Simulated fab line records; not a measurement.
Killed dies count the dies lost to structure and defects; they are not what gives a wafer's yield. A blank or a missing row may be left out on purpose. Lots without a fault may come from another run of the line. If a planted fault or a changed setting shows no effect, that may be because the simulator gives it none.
Matching of chambers    flow n5_finfet    N5_BEOL_M5_DESCUM_16 on rie_diel-05 has 4 sister chambers
The step chemistry O2, time 7 s. 4 wafers are shown with their chamber, then 8 later ones without.

EACH WAFER AND ITS CHAMBER
wafer   chamber  drypump_motor_current_A (A)
L088.2  3        6.4
L088.6  0        5.8
L087.1  1        5.7
L090.3  2        5.9

WAFERS MISSING THEIR CHAMBER
wafer   drypump_motor_current_A (A)
L090.5  5.9
L090.6  5.7
L089.2  5.7
L089.4  6.4
L089.6  5.6
L096.1  6.4
L096.2  5.6
L096.3  5.8

WHICH CHAMBER EACH WENT THROUGH
wafer   from the rows above      in truth
L090.5  2                        2
L090.6  can't be placed: 1 or 0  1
L089.2  can't be placed: 1 or 0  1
L089.4  3                        3
L089.6  can't be placed: 1 or 0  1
L096.1  3                        3
L096.2  can't be placed: 1 or 0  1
L096.3  can't be placed: 0 or 1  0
3 of 8 placed correctly. These rows do not allow placing 5 (true chamber among the candidates in 5). Placed wrongly: 0.
How it was worked out, from the rows above alone: a wafer's distance from a chamber is the root of the sum, over the readings, of the square of ((its reading less the chamber's mean) divided by the reading's scatter). The wafer belongs to the nearest chamber; if the next one is less than 2 further off, it can't be placed. The mean given for a chamber averages the wafers shown for that chamber. The scatter: with one shown wafer a chamber, the root of the mean of the squares of how far each hidden wafer lies from its nearest shown one.
